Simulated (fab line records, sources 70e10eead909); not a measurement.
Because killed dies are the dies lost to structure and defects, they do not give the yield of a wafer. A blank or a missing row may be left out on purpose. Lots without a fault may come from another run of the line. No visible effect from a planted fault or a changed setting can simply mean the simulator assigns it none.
fab line records -- flow nandHarc
record lots=14, wafers=38, lastDay=32
route steps=1302 shown P_BONDPAD@371 A_ZERO_WELL@396
lots with no fault: from the same line, run without faults
startH: hours from the record's first day to the start of the lot's first wafer shown -- waitH: hours from the lot's prior step to this one -- " the same as in the row above -- L1.1+2: a row that stands for several wafers -- - value missing, or start not given -- * or withheld: withheld -- < > ~ a bound
route shown NAME@n: names a module that has steps shown in the file, with the first one's number in the route -- usual: mean and standard deviation over wafers with no fault -- same: alike in all rows -- chamber/n: place in a boat -- sites: each site's reading -- _std_site: standard deviation across them -- _edge_site: outer sites' mean less inner sites' -- radiusMm: for every site, how far away it sits from the centre of the wafer -- mask NAME#n: copy n -- behind: the last tool/chamber to shape the wafer -- hold: reason for holding the lot/hours on hold/outcome of the hold -- device: transistor that didn't switch, given as n, p or np -- end of line: tests run on the same wafers once the route is complete -- step lacking rows: just its recipe -- killed: count of dies lost to structure and defects at first sort (not the wafer's yield) -- map: a wafer's dies, x killed, . not, _ none there
set.NAME: the setting that was run; set.NAME@STEP: the one run at that earlier step -- model.NAME: the simulator's own value behind a step, which no gauge read
one table for each step of the route and one row for each wafer, over a sample of lots
services: from which hour (startH, from the record's first day; less than 0 if before it) a tool's chamber was out of use, for how many hours, and why
## steps
# step NHARC_P_BONDPAD_STRIP_15
# recipe o2FlowSccm=500, arFlowSccm=0, biasW=0, chemistry=O2
# usual drypumpMotorCurrentA=5.7/0.46, oesProductAu=1.003/0.011, rfVppV=57.8/0.98, showerheadPlenumPTorr=3.55/0.14, throttleValvePct=17.037/0.0089
# same biasW=0
lot.wafer,tool,chamber,startH,waitH,drypumpMotorCurrentA,oesProductAu,rfHoursCounterH,rfVppV,showerheadPlenumPTorr,throttleValvePct
L696.1,rieDiel-12,3,150.04,0.1,5.7,0.990,1.5,56.1,3.68,17.036
L696.4,rieDiel-12,0,150.04,0.1,5.3,0.999,1.4,57.8,3.66,17.034
L696.5,rieDiel-12,2,150.04,0.1,5.0,1.010,-,57.6,3.66,17.036
L698.2,rieDiel-12,2,163.20,0.1,5.0,1.025,2.3,58.3,3.66,17.028
L698.5,rieDiel-12,3,163.20,0.1,5.7,0.975,-,58.3,3.68,17.031
L698.4,rieDiel-12,1,163.20,0.1,5.7,1.008,-,57.4,3.75,17.052
L699.2,rieDiel-01,1,177.80,0.1,5.7,0.995,7.9,57.8,3.71,17.023
L699.1,rieDiel-01,3,177.80,0.1,6.0,1.007,6.3,57.2,3.34,17.042
L699.6,rieDiel-01,0,177.80,0.1,5.5,1.001,-,55.1,3.41,17.036
L700.2,rieDiel-01,0,183.08,0.1,5.5,0.997,7.3,58.6,3.41,17.038
L700.4,rieDiel-01,3,183.08,0.1,6.0,1.001,6.4,57.2,3.34,17.044
L700.5,rieDiel-01,1,183.08,0.1,5.8,0.975,-,58.2,3.71,17.039
L701.2,rieDiel-09,1,194.74,0.1,6.1,1.004,0.9,56.6,3.50,17.024
L701.1,rieDiel-09,3,194.74,0.1,5.8,1.009,0.8,57.5,3.69,17.054
L701.6,rieDiel-09,0,194.74,0.1,5.0,1.001,-,58.0,3.41,17.032
L702.4,rieDiel-09,3,202.50,0.1,5.8,0.999,1.0,58.7,3.69,17.029
L702.1,rieDiel-09,1,202.50,0.1,6.1,1.001,1.2,56.6,3.50,17.036
L702.5,rieDiel-09,3,202.50,0.1,5.8,1.000,-,57.9,3.70,17.031
L707.3,rieDiel-09,0,257.76,0.1,5.0,1.002,4.1,58.4,3.40,17.024
L708.1,rieDiel-09,0,261.47,0.1,4.9,1.003,4.1,56.1,3.40,17.039
L712.3,rieDiel-09,1,301.26,0.1,6.1,0.998,6.6,57.9,3.50,17.044
L712.2,rieDiel-09,2,301.26,0.1,6.3,1.014,6.7,58.2,3.38,17.043
L712.4,rieDiel-09,3,301.26,0.1,5.8,0.994,6.0,58.7,3.69,17.026
L714.1,rieDiel-01,1,324.78,0.1,5.7,1.006,7.3,58.1,3.71,17.052
L714.2,rieDiel-01,2,324.78,0.1,5.4,0.997,8.1,57.9,3.66,17.056
L714.5,rieDiel-01,0,324.78,0.1,5.5,1.023,-,58.1,3.40,17.034
L715.1,rieDiel-09,1,331.59,0.1,6.1,1.010,0.6,56.9,3.50,17.041
L715.2,rieDiel-09,2,331.59,0.1,6.3,1.010,0.6,56.9,3.38,17.029
L715.3,rieDiel-09,3,331.59,0.1,5.7,0.999,0.5,59.1,3.69,17.057
L716.1,rieDiel-12,2,344.30,0.1,5.0,1.019,1.7,57.3,3.65,17.038
L716.2,rieDiel-12,0,344.30,0.1,5.3,1.003,1.7,56.6,3.66,17.038
L716.6,rieDiel-12,2,344.30,0.1,5.0,1.011,-,58.8,3.65,17.033
L717.4,rieDiel-09,3,353.79,0.1,5.8,0.996,1.4,58.9,3.69,17.027
L717.1,rieDiel-09,1,353.79,0.1,6.1,1.022,1.4,58.4,3.50,17.053
L717.6,rieDiel-09,3,353.79,0.1,5.8,1.000,-,57.7,3.69,17.031
L718.1,rieDiel-09,1,361.15,0.1,6.1,1.011,1.6,58.1,3.50,17.012
L718.3,rieDiel-09,3,361.15,0.1,5.7,0.987,1.6,58.3,3.69,17.024
L718.5,rieDiel-09,1,361.15,0.1,6.1,1.016,-,58.5,3.50,17.035
# step NHARC_P_BONDPAD_THK_MEAS_20
# recipe thkMeasGauge=xrf
# usual thkNm=160.3/1.8
lot.wafer,tool,chamber,startH,waitH,thkNm
L696.1,filmMetro-01,-,151.97,-,158.9
L696.4,filmMetro-01,-,151.97,-,165.2
L696.5,filmMetro-01,-,151.97,-,159.8
L698.2,filmMetro-02,-,165.16,-,164.7
L698.4,filmMetro-02,-,165.16,-,159.5
L698.5,filmMetro-02,-,165.16,-,159.9
L699.1,filmMetro-02,-,179.74,-,160.6
L699.2,filmMetro-02,-,179.74,-,160.1
L699.6,filmMetro-02,-,179.74,-,160.2
L700.2,filmMetro-01,-,185.04,-,162.6
L700.4,filmMetro-01,-,185.04,-,156.5
L700.5,filmMetro-01,-,185.04,-,160.0
L701.1,filmMetro-01,-,196.68,-,161.7
L701.2,filmMetro-01,-,196.68,-,162.0
L701.6,filmMetro-01,-,196.68,-,160.4
L702.1,filmMetro-01,-,204.46,-,160.1
L702.4,filmMetro-01,-,204.46,-,163.3
L702.5,filmMetro-01,-,204.46,-,162.6
L707.3,filmMetro-02,-,259.70,-,161.5
L708.1,filmMetro-01,-,263.43,-,159.6
L712.2,filmMetro-02,-,303.22,-,159.6
L712.3,filmMetro-02,-,303.22,-,159.0
L712.4,filmMetro-02,-,303.22,-,163.6
L714.1,filmMetro-02,-,326.72,-,161.4
L714.2,filmMetro-02,-,326.72,-,161.0
L714.5,filmMetro-02,-,326.72,-,163.7
L715.1,filmMetro-02,-,333.54,-,160.7
L715.2,filmMetro-02,-,333.54,-,159.9
L715.3,filmMetro-02,-,333.54,-,162.8
L716.1,filmMetro-01,-,346.28,-,161.5
L716.2,filmMetro-01,-,346.28,-,162.6
L716.6,filmMetro-01,-,346.28,-,160.5
L717.1,filmMetro-01,-,355.73,-,158.3
L717.4,filmMetro-01,-,355.73,-,156.8
L717.6,filmMetro-01,-,355.73,-,158.0
L718.1,filmMetro-02,-,363.08,-,157.9
L718.3,filmMetro-02,-,363.08,-,159.9
L718.5,filmMetro-02,-,363.08,-,161.2
# step NHARC_A_ZERO_WELL_SOFTBAKE_05
# recipe tempC=125, timeS=70
# usual exhaustPa=45.1/0.89, heaterPowerTotalW=201.1/1.3
lot.wafer,tool,chamber,startH,waitH,exhaustPa,heaterPowerTotalW
L696.1,lithoTrack-03,0,153,-,44.8,202.4
L696.4,lithoTrack-03,0,153,-,45.0,202.8
L696.5,lithoTrack-03,0,153,-,45.2,200.9
L698.2,lithoTrack-03,0,166,-,46.8,199.3
L698.4,lithoTrack-03,0,166,-,45.6,202.7
L698.5,lithoTrack-03,0,166,-,45.7,199.5
L699.1,lithoTrack-03,0,180,-,44.9,200.2
L699.2,lithoTrack-03,0,180,-,46.1,199.6
L699.6,lithoTrack-03,0,180,-,44.9,200.3
L700.2,lithoTrack-02,0,186,-,46.0,198.9
L700.4,lithoTrack-02,0,186,-,45.4,198.8
L700.5,lithoTrack-02,0,186,-,45.2,199.6
L701.1,lithoTrack-03,0,197,-,44.1,202.5
L701.2,lithoTrack-03,0,197,-,45.7,200.9
L701.6,lithoTrack-03,0,197,-,45.0,199.3
L702.1,lithoTrack-03,0,205,-,45.1,201.9
L702.4,lithoTrack-03,0,205,-,43.3,202.4
L702.5,lithoTrack-03,0,205,-,44.7,199.0
L707.3,lithoTrack-03,0,260,-,44.2,195.3
L708.1,lithoTrack-03,0,264,-,44.9,195.6
L712.2,lithoTrack-07,0,304,-,44.6,199.3
L712.3,lithoTrack-07,0,304,-,44.9,201.3
L712.4,lithoTrack-07,0,304,-,44.6,202.3
L714.1,lithoTrack-07,0,327,-,44.6,200.0
L714.2,lithoTrack-07,0,327,-,46.9,202.2
L714.5,lithoTrack-07,0,327,-,44.6,202.7
L715.1,lithoTrack-07,0,334,-,43.7,200.7
L715.2,lithoTrack-07,0,334,-,43.2,202.1
L715.3,lithoTrack-07,0,334,-,44.5,202.0
L716.1,lithoTrack-03,0,347,-,46.0,201.2
L716.2,lithoTrack-03,0,347,-,44.6,202.5
L716.6,lithoTrack-03,0,347,-,46.2,201.8
L717.1,lithoTrack-03,0,356,-,46.1,202.5
L717.4,lithoTrack-03,0,356,-,45.1,199.1
L717.6,lithoTrack-03,0,356,-,45.7,198.9
L718.1,lithoTrack-02,0,364,-,46.0,201.4
L718.3,lithoTrack-02,0,364,-,45.8,198.8
L718.5,lithoTrack-02,0,364,-,45.0,201.7
# step NHARC_A_ZERO_WELL_CD_MEAS_10
# recipe targetCdNm=2000, landingEnergyEv=500
# usual cdNm=1998.9/1.9
lot.wafer,tool,chamber,startH,waitH,cdNm
L696.1,cdSem-02,0,153.39,-,1996.8
L696.4,cdSem-02,0,153.39,-,2002.5
L696.5,cdSem-02,0,153.39,-,1998.7
L698.2,cdSem-03,0,166.70,-,1998.7
L698.4,cdSem-03,0,166.70,-,1997.7
L698.5,cdSem-03,0,166.70,-,1997.4
L699.1,cdSem-02,0,181.14,-,1996.7
L699.2,cdSem-02,0,181.14,-,2000.3
L699.6,cdSem-02,0,181.14,-,2001.6
L700.2,cdSem-01,0,186.45,-,2000.1
L700.4,cdSem-01,0,186.45,-,1996.8
L700.5,cdSem-01,0,186.45,-,1999.6
L701.1,cdSem-02,0,198.09,-,1997.3
L701.2,cdSem-02,0,198.09,-,1999.1
L701.6,cdSem-02,0,198.09,-,2002.3
L702.1,cdSem-02,0,205.87,-,1996.2
L702.4,cdSem-02,0,205.87,-,1997.5
L702.5,cdSem-02,0,205.87,-,2001.6
L707.3,cdSem-03,0,261.25,-,1996.1
L708.1,cdSem-03,0,264.94,-,1997.9
L712.2,cdSem-01,0,304.60,-,1998.2
L712.3,cdSem-01,0,304.60,-,2000.7
L712.4,cdSem-01,0,304.60,-,1998.2
L714.1,cdSem-02,0,328.11,-,1998.7
L714.2,cdSem-02,0,328.11,-,1999.5
L714.5,cdSem-02,0,328.11,-,2000.3
L715.1,cdSem-03,0,335.06,-,2000.0
L715.2,cdSem-03,0,335.06,-,1998.7
L715.3,cdSem-03,0,335.06,-,1996.0
L716.1,cdSem-03,0,347.66,-,1998.6
L716.2,cdSem-03,0,347.66,-,2001.5
L716.6,cdSem-03,0,347.66,-,2000.7
L717.1,cdSem-02,0,357.27,-,1999.8
L717.4,cdSem-02,0,357.27,-,1997.5
L717.6,cdSem-02,0,357.27,-,2000.5
L718.1,cdSem-02,0,364.59,-,2000.2
L718.3,cdSem-02,0,364.59,-,2002.5
L718.5,cdSem-02,0,364.59,-,2001.0
## services
tool,chamber,startH,hours,kind
rieDiel-09,-,143.10,9.0,pm
rieDiel-09,0,143.10,9.0,ventCycle
rieDiel-09,1,143.10,9.0,ventCycle
rieDiel-09,2,143.10,9.0,ventCycle
rieDiel-09,3,143.10,9.0,ventCycle
rieDiel-09,0,152.10,-,clean
rieDiel-09,1,152.10,-,clean
rieDiel-09,2,152.10,-,clean
rieDiel-09,3,152.10,-,clean
rieDiel-12,0,160.49,7.1,repair
rieDiel-12,3,164.04,5.3,repair
rieDiel-09,0,176.60,-,clean
rieDiel-12,2,191.35,4.6,repair
rieDiel-12,1,191.55,3.9,repair
rieDiel-01,-,203.82,9.0,pm
rieDiel-09,3,208.63,14.7,repair
lithoTrack-02,-,227.00,7.0,pm
rieDiel-09,0,240.13,6.7,repair
lithoTrack-07,-,251.00,7.0,pm
rieDiel-12,-,268.40,9.0,pm
lithoTrack-03,-,275.00,7.0,pm
rieDiel-09,3,289.91,5.8,repair
rieDiel-09,0,309.76,4.6,repair
rieDiel-09,-,320.11,9.0,pm
## key
firstSign step=NHARC_A_ZERO_WELL_SOFTBAKE_05, reading=heaterPowerTotalW, direction=down, sigmas=4.4, usual=*, struck=*
effect none on later readings
metAt NHARC_A_ZERO_WELL_SOFTBAKE_05
struckLots L707,L708
testerLeftOut L707,L708
notActingAt NHARC_P_BONDPAD_STRIP_15,NHARC_P_BONDPAD_THK_MEAS_20,NHARC_A_ZERO_WELL_CD_MEAS_10
onsetBetween 205 260
fault kind=processParameterDrift, tool=lithoTrack-03, chamber=-, onsetH=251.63, steps=NHARC_A_ZERO_WELL_SOFTBAKE_05, channel=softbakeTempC, offset=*, shape=step, endH=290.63, actsIn=*, stated=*
# testerLeftOut: of these lots the tester's yield and bins aren't shown, on N5 and GAA mostly nor the transistor test; their killed dies are dies lost to structure and defects alone, not to doping, threshold or leakage, so they don't give the yield
